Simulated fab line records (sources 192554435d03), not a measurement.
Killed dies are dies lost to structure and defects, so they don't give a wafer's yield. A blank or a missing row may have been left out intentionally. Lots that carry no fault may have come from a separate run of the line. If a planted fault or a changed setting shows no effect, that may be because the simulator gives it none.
fab line records	flow n5Finfet
record lots=7	wafers=39
route steps=1938 shown BEOL_M7@1267 BEOL_M9@1446 PAD_METAL@1896 PASSIVATION@1897
startH: start of the lot's first displayed wafer, in hours after the record's first day	waitH: how many hours have passed since the lot's step before this one	" same as the row above	L1.1+2: a row that stands for several wafers	- no value present, or no start provided	* or withheld: withheld	< > ~ a bound
route shown NAME@n: names a module that has steps shown in the file, with the first one's number in the route	usual: the fault-free wafers' mean and standard deviation	same: alike in all rows	chamber/n: place in a boat	sites: the reading at each site	_std_site: how widely they spread, as a standard deviation	_edge_site: the outer-site mean with the inner-site mean subtracted	radiusMm: for every site, how far away it sits from the centre of the wafer	mask NAME#n: copy n	behind: the tool/chamber that last shaped the wafer	hold: cause of the lot's hold/its duration in hours/its outcome	device: transistor that didn't switch, given as n, p or np	end of line: the same wafers' tests at the end of the route	a step given without rows: its recipe and nothing more	killed: at the first sort, the dies lost to defects and structure; wafer yield is something else	map: the dies of a wafer, with x for killed, . for not killed, _ for no die there
set.NAME: the setting the step ran with; set.NAME@STEP: the setting that earlier step ran with	model.NAME: the simulator's own value behind a step, which no gauge read
lots where settings were altered on purpose, with a table for each step and a row for each wafer
## steps
# step N5_BEOL_M7_HM_DEP_02
# recipe material=TiN	targetThkA=200	tempC=25	chamberPressurePa=0.49996
lot.wafer	tool	chamber	startH	waitH	set.targetThkA	model.TiN_of_BEOL_M7_HM_DEP_02.thkNm
L078.1	pvdSputter-01	-	225.68	3.4	200	19.8
L078.2	"	-	"	"	200	19.6
L078.3	"	-	"	"	200	19.4
L077.1	pvdSputter-02	-	237.09	2.7	200	19.6
L077.2	"	-	"	"	200	19.8
L077.3	"	-	"	"	200	20.4
L077.4	"	-	"	"	300.5	29.8
L077.5	"	-	"	"	300.5	30
L077.6	"	-	"	"	300.5	30.2
L080.1	pvdSputter-02	-	237.39	1.2	200	20
L080.2	"	-	"	"	200	19.6
L080.3	"	-	"	"	280.5	28.4
L080.4	"	-	"	"	280.5	27.8
L080.5	"	-	"	"	200	19.8
L080.6	"	-	"	"	280.5	28.2
L081.1	pvdSputter-03	-	237.50	0.4	97.13	10
L081.2	"	-	"	"	200	19.6
L081.3	"	-	"	"	200	20
L081.4+5	"	-	"	"	97.13	9.6
L081.6	"	-	"	"	200	20.2
L085.1	pvdSputter-03	-	258.66	0.4	200	20
L085.2+6	"	-	"	"	200	19.8
L085.3	"	-	"	"	281.4	27.8
L085.4	"	-	"	"	281.4	28.2
L085.5	"	-	"	"	281.4	28
L092.1+3+5	pvdSputter-02	-	305.16	1.7	200	19.8
L092.2	"	-	"	"	200	20
L092.4+6	"	-	"	"	200	20.4
L091.1+2	pvdSputter-02	-	305.48	1.5	98.47	9.2
L091.3	"	-	"	"	200	20.2
L091.4+5	"	-	"	"	200	19.6
L091.6	"	-	"	"	98.47	9.8
# step N5_BEOL_M7_COAT_59
# recipe resist=SOC	tempC=250	timeS=60	spinRpm=1500	resistThkNm=100
# step N5_BEOL_M7_COAT_60
# recipe resist=SiARC	tempC=220	timeS=60	spinRpm=1500	resistThkNm=35
# step N5_BEOL_M7_STRIP_68
# recipe chemistry=N2/H2	tempC=40	n2FlowSccm=200	h2FlowSccm=200	rfFrequencyHz=6e+07
# step N5_BEOL_M7_STRIP_67
# recipe chemistry=CF4	resist=SiARC	powerW=300	biasPowerW=75	pressureMtorr=50	cf4FlowSccm=150	rfFrequencyHz=6e+07
# step N5_BEOL_M7_HM_OPEN_17
# recipe chemistry=Cl2/BCl3	targetDepthA=200	overetchA=60	target=TiN	maskMaterial=SOC	ionEnergyEv=150	pressureMtorr=10	icpW=1000	biasW=126	Cl2_flow_sccm=53.25	bcl3FlowSccm=21.75	Ar_flow_sccm=25
# usual oesProductAu=0.67/0.077
lot.wafer	tool	chamber	startH	waitH	set.targetThkA@BEOL_M7_HM_DEP_02	oesProductAu	model.etch.depthNm
L078.1	rieMetal-01	0	226.54	0.0	200	0.75	19.85
L078.2	"	1	"	"	200	0.74	19.66
L078.3	"	0	"	"	200	0.74	19.3
L077.1	rieMetal-01	0	238.17	0.0	200	0.73	19.59
L077.2	"	1	"	"	200	0.75	19.9
L077.3	"	0	"	"	200	0.75	20.43
L077.4	"	1	"	"	300.5	0.87	25.6
L077.5	"	0	"	"	300.5	0.84	24.67
L077.6	"	1	"	"	300.5	0.86	25.41
L080.1	rieMetal-03	1	238.74	0.0	200	0.61	19.92
L080.2	"	0	"	"	200	0.58	19.65
L080.3	"	1	"	"	280.5	0.71	25.48
L080.4	"	0	"	"	280.5	0.69	25.89
L080.5	"	0	"	"	200	0.59	19.77
L080.6	"	1	"	"	280.5	0.70	25.49
L081.1	rieMetal-01	1	238.99	0.0	97.13	0.54	9.973
L081.2	"	0	"	"	200	0.74	19.6
L081.3	"	0	"	"	200	0.74	20
L081.4	"	1	"	"	97.13	0.53	9.683
L081.5	"	1	"	"	97.13	0.53	9.674
L081.6	"	0	"	"	200	0.75	20.2
L085.1	rieMetal-02	0	259.53	0.0	200	0.68	19.93
L085.2	"	1	"	"	200	0.79	19.84
L085.3	"	0	"	"	281.4	0.82	27.23
L085.4	"	1	"	"	281.4	0.93	26.48
L085.5	"	0	"	"	281.4	0.82	27.07
L085.6	"	1	"	"	200	0.79	19.83
L092.1	rieMetal-01	1	306.13	0.0	200	0.72	19.86
L092.2	"	0	"	"	200	0.73	20.1
L092.3	"	0	"	"	200	0.72	19.84
L092.4	"	1	"	"	200	0.73	20.36
L092.5	"	0	"	"	200	0.72	19.7
L092.6	"	1	"	"	200	0.74	20.39
L091.1	rieMetal-03	1	306.59	0.0	98.47	0.42	9.246
L091.2	"	0	"	"	98.47	0.40	9.182
L091.3	"	1	"	"	200	0.60	20.16
L091.4	"	0	"	"	200	0.57	19.62
L091.5	"	1	"	"	200	0.59	19.64
L091.6	"	0	"	"	98.47	0.42	9.887
# step N5_BEOL_M9_TRENCH_ETCH_37
# recipe chemistry=C4F6/O2	targetDepthA=1514.3	target=SiCOH_lowk	timeS=49	ionEnergyEv=250	pressureMtorr=30	sourceW=345	biasW=185	Ar_flow_sccm=300	C4F6_flow_sccm=10	O2_flow_sccm=10
lot.wafer	tool	chamber	startH	waitH	set.targetDepthA	model.BEOL_M9.featureDepthNm	model.etch.depthNm	model.TiN_of_BEOL_M9_HM_DEP_02.thkNm
L078.1	rieDiel-04	2	-	-	1514.3	147.8	147.8	16.2
L078.2	"	0	"	"	1514.3	148.6	148.5	15.4
L078.3	"	1	"	"	1514.3	154.2	154.1	15.4
L081.1	rieDiel-04	2	-	-	1514.3	149.4	149.5	16
L081.2	"	0	"	"	1514.3	147.8	147.8	16
L081.3	"	1	"	"	1514.3	154.4	154.4	16.2
L081.4	"	3	"	"	1514.3	149.2	149.2	15.6
L081.5	"	3	"	"	1514.3	149.2	149.2	15.8
L081.6	"	2	"	"	1514.3	147.4	147.5	15.8
L080.1	rieDiel-01	1	-	-	1514.3	156.2	156.2	16.2
L080.2	"	2	"	"	983.3	101	101	17.4
L080.3	"	3	"	"	983.3	95.4	95.41	17.4
L080.4	"	0	"	"	983.3	97	96.94	17.4
L080.5	"	1	"	"	1514.3	157.4	157.4	15.8
L080.6	"	0	"	"	1514.3	147.4	147.3	16
L077.1	rieDiel-03	1	-	-	1514.3	151.2	151.3	15.2
L077.2	"	3	"	"	1514.3	149.4	149.4	15.6
L077.3	"	2	"	"	1514.3	153.6	153.6	15.6
L077.4	"	0	"	"	1514.3	150	150	15.4
L077.5	"	1	"	"	1514.3	150.2	150.2	15.6
L077.6	"	2	"	"	1514.3	154.4	154.4	15
L085.1	rieDiel-04	1	-	-	695.1	70.8	70.88	17.6
L085.2	"	0	"	"	695.1	69	69.06	18
L085.3	"	3	"	"	1514.3	150.4	150.3	16
L085.4	"	2	"	"	1514.3	149.4	149.4	16
L085.5	"	2	"	"	695.1	68.8	68.77	18.4
L085.6	"	1	"	"	1514.3	156.4	156.4	15.4
L092.1	rieDiel-01	0	-	-	1514.3	145.6	145.6	16.2
L092.2	"	2	"	"	990.4	100.6	100.6	16.8
L092.3	"	1	"	"	1514.3	152	152	15.8
L092.4	"	3	"	"	990.4	95.2	95.28	17.6
L092.5	"	0	"	"	990.4	96	96	17
L092.6	"	1	"	"	1514.3	152.4	152.4	15.6
L091.1	rieDiel-01	1	-	-	2170	218.2	218.3	14.2
L091.2	"	0	"	"	1514.3	146.2	146.2	16.6
L091.3	"	2	"	"	1514.3	154.6	154.6	15.6
L091.4	"	3	"	"	2170	210	210.1	14.2
L091.5	"	2	"	"	1514.3	154	154	16.4
L091.6	"	3	"	"	2170	209.4	209.5	14.4
# step N5_BEOL_M9_ETCH_41
# recipe chemistry=CH3F/O2	target=SiCN	targetDepthA=366	taperDeg=2	timeS=70.1	ionEnergyEv=120	maskMaterial=TiN	pressureMtorr=30	sourceW=395	biasW=75	Ar_flow_sccm=150	CH3F_flow_sccm=30	O2_flow_sccm=20
# step N5_BEOL_M9_STRIP_80
# recipe chemistry=N2/H2	timeS=10	powerW=450	tempC=40	pressureMtorr=20	rfFrequencyHz=6e+07	biasPowerW=7	n2FlowSccm=200	h2FlowSccm=200
# step N5_BEOL_M9_OCD_MEAS_38
# usual trenchDepthNm=151/3.1
lot.wafer	tool	chamber	startH	waitH	set.targetDepthA@BEOL_M9_TRENCH_ETCH_37	trenchDepthNm
L078.1	ocd-01	-	246.57	-	1514.3	148
L078.2	"	-	"	"	1514.3	149
L078.3	"	-	"	"	1514.3	154
L081.1	ocd-01	-	257.91	-	1514.3	150
L081.2	"	-	"	"	1514.3	148
L081.3	"	-	"	"	1514.3	154
L081.4	"	-	"	"	1514.3	149
L081.5	"	-	"	"	1514.3	149
L081.6	"	-	"	"	1514.3	148
L080.1	ocd-01	-	258.12	-	1514.3	156
L080.2	"	-	"	"	983.3	101
L080.3	"	-	"	"	983.3	96
L080.4	"	-	"	"	983.3	97
L080.5	"	-	"	"	1514.3	157
L080.6	"	-	"	"	1514.3	147
L077.1	ocd-02	-	258.13	-	1514.3	152
L077.2	"	-	"	"	1514.3	149
L077.3	"	-	"	"	1514.3	154
L077.4	"	-	"	"	1514.3	150
L077.5	"	-	"	"	1514.3	151
L077.6	"	-	"	"	1514.3	155
L085.1	ocd-01	-	279.88	-	695.1	71
L085.2	"	-	"	"	695.1	69
L085.3	"	-	"	"	1514.3	150
L085.4	"	-	"	"	1514.3	150
L085.5	"	-	"	"	695.1	69
L085.6	"	-	"	"	1514.3	156
L092.1	ocd-02	-	328.31	-	1514.3	145
L092.2	"	-	"	"	990.4	100
L092.3	"	-	"	"	1514.3	152
L092.4	"	-	"	"	990.4	95
L092.5	"	-	"	"	990.4	97
L092.6	"	-	"	"	1514.3	153
L091.1	ocd-01	-	328.78	-	2170	218
L091.2	"	-	"	"	1514.3	146
L091.3	"	-	"	"	1514.3	-
L091.4	"	-	"	"	2170	-
L091.5	"	-	"	"	1514.3	154
L091.6	"	-	"	"	2170	-
# step N5_BEOL_M9_HM_STRIP_39
# recipe chemistry=peroxideTinStrip	material=TiN	targetDepthA=250	tempC=50	timeS=158
# step N5_BEOL_M9_SRD_40
# recipe timeS=30	tempC=23	rinseLiquid=diw	dry=ipaMarangoni
# step N5_BEOL_M9_ECD_50
# recipe material=Cu	targetThkA=3180
# step N5_BEOL_M9_ANNEAL_51
# recipe tempC=225	timeS=90	ambient=N2
# step N5_BEOL_M9_CMP_52
# recipe stopOn=SiCOH_lowk	tOverpolishS=7	downForcePsi=1	platenRpm=50	clearingPlatenDownForcePsi=1.5	clearingPlatenRpm=50	postCmpClean=cuAlkaline	targetThkNm=140	clearingPlatenPadVelocityMS=0.99484	padVelocityMS=0.99484
lot.wafer	tool	chamber	startH	waitH	set.targetDepthA@BEOL_M9_TRENCH_ETCH_37	model.Cu_of_BEOL_M9_ECD_50.thkNm
L078.3	cmp-04	1	249.27	0.2	1514.3	144.2
L078.2	"	2	"	"	1514.3	138.4
L078.1	"	0	"	"	1514.3	139.4
L081.2	cmp-04	2	260.57	0.2	1514.3	137
L081.3	"	3	"	"	1514.3	143.6
L081.4	"	0	"	"	1514.3	140
L081.1	"	1	"	"	1514.3	137.2
L081.5	"	2	"	"	1514.3	138.6
L081.6	"	3	"	"	1514.3	136
L077.2+5	cmp-01	1	262.37	0.2	1514.3	138.6
L077.1	"	2	"	"	1514.3	141.6
L077.4	"	3	"	"	1514.3	139.6
L077.3	"	0	"	"	1514.3	141.8
L077.6	"	2	"	"	1514.3	144.2
L080.1	cmp-04	2	262.41	0.3	1514.3	146.4
L080.3	"	3	"	"	983.3	84.6
L080.2	"	0	"	"	983.3	92.4
L080.4	"	1	"	"	983.3	86.8
L080.5	"	2	"	"	1514.3	146.6
L080.6	"	3	"	"	1514.3	136.8
L085.2	cmp-01	0	282.08	0.2	695.1	58
L085.1	"	1	"	"	695.1	58.2
L085.4	"	2	"	"	1514.3	139.4
L085.3	"	3	"	"	1514.3	139.6
L085.6	"	0	"	"	1514.3	145.6
L085.5	"	1	"	"	695.1	56.8
L092.2	cmp-01	0	331.46	0.2	990.4	88
L092.3	"	1	"	"	1514.3	140.2
L092.1	"	2	"	"	1514.3	135.6
L092.4	"	3	"	"	990.4	85.4
L092.5	"	0	"	"	990.4	85.2
L092.6	"	1	"	"	1514.3	139.8
L091.3	cmp-04	2	332.23	0.2	1514.3	145.2
L091.2	"	3	"	"	1514.3	136.4
L091.4	"	0	"	"	2170	201.6
L091.1	"	1	"	"	2170	208
L091.6	"	2	"	"	2170	198
L091.5	"	3	"	"	1514.3	143.8
# step N5_BEOL_M9_THK_MEAS_53
# recipe thkMeasGauge=xrf	reads=Cu_of_BEOL_M9_ECD_50
# usual M9_THK=141/3.6
lot.wafer	tool	chamber	startH	waitH	set.targetDepthA@BEOL_M9_TRENCH_ETCH_37	M9_THK[nm]
L078.1	filmMetro-01	-	249.56	-	1514.3	141
L078.2	"	-	"	"	1514.3	140
L078.3	"	-	"	"	1514.3	145
L081.1	filmMetro-02	-	260.87	-	1514.3	136
L081.2	"	-	"	"	1514.3	136
L081.3	"	-	"	"	1514.3	143
L081.4	"	-	"	"	1514.3	138
L081.5	"	-	"	"	1514.3	137
L081.6	"	-	"	"	1514.3	135
L077.1	filmMetro-02	-	262.66	-	1514.3	141
L077.2	"	-	"	"	1514.3	139
L077.3	"	-	"	"	1514.3	142
L077.4	"	-	"	"	1514.3	139
L077.5	"	-	"	"	1514.3	138
L077.6	"	-	"	"	1514.3	144
L080.1	filmMetro-01	-	262.71	-	1514.3	146
L080.2	"	-	"	"	983.3	92
L080.3	"	-	"	"	983.3	85
L080.4	"	-	"	"	983.3	87
L080.5	"	-	"	"	1514.3	146
L080.6	"	-	"	"	1514.3	137
L085.1	filmMetro-02	-	282.37	-	695.1	58
L085.2	"	-	"	"	695.1	58
L085.3	"	-	"	"	1514.3	140
L085.4	"	-	"	"	1514.3	139
L085.5	"	-	"	"	695.1	57
L085.6	"	-	"	"	1514.3	145
L092.1	filmMetro-02	-	331.76	-	1514.3	135
L092.2	"	-	"	"	990.4	88
L092.3	"	-	"	"	1514.3	139
L092.4	"	-	"	"	990.4	85
L092.5	"	-	"	"	990.4	85
L092.6	"	-	"	"	1514.3	139
L091.1	filmMetro-01	-	332.52	-	2170	208
L091.2	"	-	"	"	1514.3	137
L091.3	"	-	"	"	1514.3	-
L091.4	"	-	"	"	2170	-
L091.5	"	-	"	"	1514.3	144
L091.6	"	-	"	"	2170	-
# step N5_BEOL_M9_PRE_CLEAN_55
# recipe gas=NH3	timeS=15	tempC=withheld	rfPowerW=300
# step N5_BEOL_M9_DEP_56
# recipe material=SiCN	targetThkA=150	tempC=withheld	precursor=3MS/NH3	pressureTorr=3	rfW=202	timeS=26.5
# step N5_BEOL_M9_RS_MEAS_57
# recipe thkMeasGauge=four-point-probe	reads=Cu_of_BEOL_M9_ECD_50+Co_of_BEOL_M9_CVD_78+TaN_of_BEOL_M9_ALD_74
# usual M9_RS=0.150/0.004
lot.wafer	tool	chamber	startH	waitH	set.targetDepthA@BEOL_M9_TRENCH_ETCH_37	M9_RS[ohm/sq]
L078.1	filmMetro-01	-	249.69	0.1	1514.3	0.151
L078.2	"	-	"	"	1514.3	0.153
L078.3	"	-	"	"	1514.3	0.146
L081.1	filmMetro-02	-	261.00	0.1	1514.3	0.154
L081.2	"	-	"	"	1514.3	0.155
L081.3	"	-	"	"	1514.3	0.147
L081.4	"	-	"	"	1514.3	0.151
L081.5	"	-	"	"	1514.3	0.152
L081.6	"	-	"	"	1514.3	0.156
L077.1	filmMetro-01	-	262.80	0.1	1514.3	0.149
L077.2	"	-	"	"	1514.3	0.152
L077.3	"	-	"	"	1514.3	0.149
L077.4	"	-	"	"	1514.3	0.152
L077.5	"	-	"	"	1514.3	0.153
L077.6	"	-	"	"	1514.3	0.146
L080.1	filmMetro-02	-	262.84	0.1	1514.3	0.144
L080.2	"	-	"	"	983.3	0.241
L080.3	"	-	"	"	983.3	0.267
L080.4	"	-	"	"	983.3	0.260
L080.5	"	-	"	"	1514.3	0.144
L080.6	"	-	"	"	1514.3	0.154
L085.1	filmMetro-02	-	282.51	0.1	695.1	0.417
L085.2	"	-	"	"	695.1	0.420
L085.3	"	-	"	"	1514.3	0.151
L085.4	"	-	"	"	1514.3	0.152
L085.5	"	-	"	"	695.1	0.430
L085.6	"	-	"	"	1514.3	0.145
L092.1	filmMetro-01	-	331.90	0.1	1514.3	0.156
L092.2	"	-	"	"	990.4	0.254
L092.3	"	-	"	"	1514.3	0.150
L092.4	"	-	"	"	990.4	0.263
L092.5	"	-	"	"	990.4	0.264
L092.6	"	-	"	"	1514.3	0.151
L091.1	filmMetro-01	-	332.66	0.1	2170	0.098
L091.2	"	-	"	"	1514.3	0.155
L091.3	"	-	"	"	1514.3	-
L091.4	"	-	"	"	2170	-
L091.5	"	-	"	"	1514.3	0.146
L091.6	"	-	"	"	2170	-
# step N5_PASSIVATION_AL_DEP_21
# recipe material=Al	targetThkA=28000	tempC=400	timeS=170	powerW=30000	chamberPressurePa=0.4	gas=Ar
lot.wafer	tool	chamber	startH	waitH	set.targetThkA	model.Al_of_PASSIVATION_AL_DEP_21.thkNm
L078.1	pvdSputter-02	-	306.12	0.1	28000	2751
L078.2	"	-	"	"	28000	2816
L078.3	"	-	"	"	28000	2862
L077.1	pvdSputter-02	-	313.90	0.1	28000	2772
L077.2	"	-	"	"	20760	2045
L077.3	"	-	"	"	28000	2830
L077.4	"	-	"	"	20760	1990
L077.5	"	-	"	"	28000	2800
L077.6	"	-	"	"	20760	2052
L081.1	pvdSputter-01	-	314.16	0.1	28000	2747
L081.2	"	-	"	"	28000	2814
L081.3	"	-	"	"	28000	2806
L081.4	"	-	"	"	42690	4255
L081.5	"	-	"	"	42690	4291
L081.6	"	-	"	"	42690	4240
L080.1	pvdSputter-01	-	314.58	0.1	28000	2801
L080.2	"	-	"	"	28000	2815
L080.3	"	-	"	"	28000	2781
L080.4	"	-	"	"	17510	1775
L080.5	"	-	"	"	17510	1729
L080.6	"	-	"	"	17510	1770
L085.1	pvdSputter-03	-	331.45	0.1	28000	2848
L085.2	"	-	"	"	13050	1390
L085.3	"	-	"	"	13050	1382
L085.4	"	-	"	"	28000	2853
L085.5	"	-	"	"	13050	1369
L085.6	"	-	"	"	28000	2823
L092.1	pvdSputter-03	-	389.00	0.1	28000	2818
L092.2	"	-	"	"	28000	2864
L092.3	"	-	"	"	28000	2891
L092.4	"	-	"	"	28000	2829
L092.5	"	-	"	"	28000	2811
L092.6	"	-	"	"	28000	2841
L091.1	pvdSputter-02	-	390.15	0.1	28000	2847
L091.2	"	-	"	"	35610	3590
L091.3	"	-	"	"	28000	2866
L091.4	"	-	"	"	35610	3665
L091.5	"	-	"	"	35610	3618
L091.6	"	-	"	"	28000	2918
# step N5_PASSIVATION_HMDS_23
# recipe timeS=60	tempC=120
# step N5_PASSIVATION_COAT_24
# recipe spinRpm=3000	resistThkNm=withheld
# step N5_PASSIVATION_DESCUM_32
# recipe chemistry=O2	timeS=7.9	sourcePowerW=50	biasPowerW=20	pressureMtorr=20	rfFrequencyHz=2.712e+07	tempC=40	o2FlowSccm=225
# step N5_PASSIVATION_AL_ETCH_33
# recipe chemistry=Cl2/BCl3	targetDepthA=28000	overEtchFrac=0.15	Cl2_flow_sccm=180	bcl3FlowSccm=60	target=Al	stopOn=TaN	timeS=466.7	ionEnergyEv=100	pressureMtorr=10	icpW=900	biasW=100
# step N5_PASSIVATION_ETCH_59
# recipe chemistry=Cl2/BCl3	target=TaN	targetDepthA=650	timeS=34.9	ionEnergyEv=100	pressureMtorr=10	icpW=900	biasW=100	Cl2_flow_sccm=60	bcl3FlowSccm=30
# usual oesProductAu=0.78/0.085
lot.wafer	tool	chamber	startH	waitH	set.targetThkA@PASSIVATION_AL_DEP_21	oesProductAu
L078.1	rieMetal-01	0	307.17	0.3	28000	0.83
L078.2	"	1	"	"	28000	0.84
L078.3	"	1	"	"	28000	0.84
L077.1	rieMetal-01	0	315.30	0.3	28000	0.82
L077.2	"	1	"	"	20760	0.83
L077.3	"	1	"	"	28000	0.82
L077.4	"	0	"	"	20760	0.81
L077.5	"	1	"	"	28000	0.83
L077.6	"	0	"	"	20760	0.81
L081.1	rieMetal-01	0	316.20	0.3	28000	0.82
L081.2	"	1	"	"	28000	0.83
L081.3	"	1	"	"	28000	0.83
L081.4	"	0	"	"	42690	0.23
L081.5	"	1	"	"	42690	0.23
L081.6	"	0	"	"	42690	0.22
L080.1	rieMetal-03	1	316.70	0.3	28000	0.70
L080.2	"	0	"	"	28000	0.68
L080.3	"	0	"	"	28000	0.68
L080.4	"	1	"	"	17510	0.70
L080.5	"	1	"	"	17510	0.70
L080.6	"	0	"	"	17510	0.67
L085.1	rieMetal-02	0	332.79	0.3	28000	0.80
L085.2	"	1	"	"	13050	0.88
L085.3	"	0	"	"	13050	0.81
L085.4	"	1	"	"	28000	0.88
L085.5	"	0	"	"	13050	0.80
L085.6	"	1	"	"	28000	0.89
L092.1	rieMetal-02	0	390.69	0.3	28000	0.79
L092.2	"	1	"	"	28000	0.87
L092.3	"	1	"	"	28000	0.86
L092.4	"	0	"	"	28000	0.79
L092.5	"	1	"	"	28000	0.86
L092.6	"	0	"	"	28000	0.79
L091.1	rieMetal-03	1	391.38	0.3	28000	0.68
L091.2	"	0	"	"	35610	0.21
L091.3	"	0	"	"	28000	0.66
L091.4	"	1	"	"	35610	0.19
L091.5	"	1	"	"	35610	0.20
L091.6	"	0	"	"	28000	0.66
## key
split step=N5_BEOL_M7_HM_DEP_02	setting=targetThkA	stated=200	by=wafer
response step=N5_BEOL_M7_HM_DEP_02	reading=model.TiN_of_BEOL_M7_HM_DEP_02.thkNm	change=+0.202	per=1%	r=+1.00
response step=N5_BEOL_M7_HM_OPEN_17	reading=oesProductAu	change=+0.00307	per=1%	r=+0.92
response step=N5_BEOL_M7_HM_OPEN_17	reading=model.etch.depthNm	change=+0.166	per=1%	r=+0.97
split step=N5_BEOL_M9_TRENCH_ETCH_37	setting=targetDepthA	stated=1514.3	by=wafer
response step=N5_BEOL_M9_TRENCH_ETCH_37	reading=model.BEOL_M9.featureDepthNm	change=+1.51	per=1%	r=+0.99
response step=N5_BEOL_M9_TRENCH_ETCH_37	reading=model.etch.depthNm	change=+1.51	per=1%	r=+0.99
response step=N5_BEOL_M9_TRENCH_ETCH_37	reading=model.TiN_of_BEOL_M9_HM_DEP_02.thkNm	change=-0.0409	per=1%	r=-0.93
response step=N5_BEOL_M9_OCD_MEAS_38	reading=trenchDepthNm	change=+1.54	per=1%	r=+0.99
response step=N5_BEOL_M9_CMP_52	reading=model.Cu_of_BEOL_M9_ECD_50.thkNm	change=+1.51	per=1%	r=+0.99
response step=N5_BEOL_M9_THK_MEAS_53	reading=M9_THK	change=+1.55	per=1%	r=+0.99
response step=N5_BEOL_M9_RS_MEAS_57	reading=M9_RS	shape=bent	atLowest=0.423	atStated=0.151	atHighest=0.098
split step=N5_PASSIVATION_AL_DEP_21	setting=targetThkA	stated=28000	by=wafer
response step=N5_PASSIVATION_AL_DEP_21	reading=model.Al_of_PASSIVATION_AL_DEP_21.thkNm	change=+27.9	per=1%	r=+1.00
response step=N5_PASSIVATION_ETCH_59	reading=oesProductAu	shape=bent	atLowest=0.83	atStated=0.79	atHighest=0.23
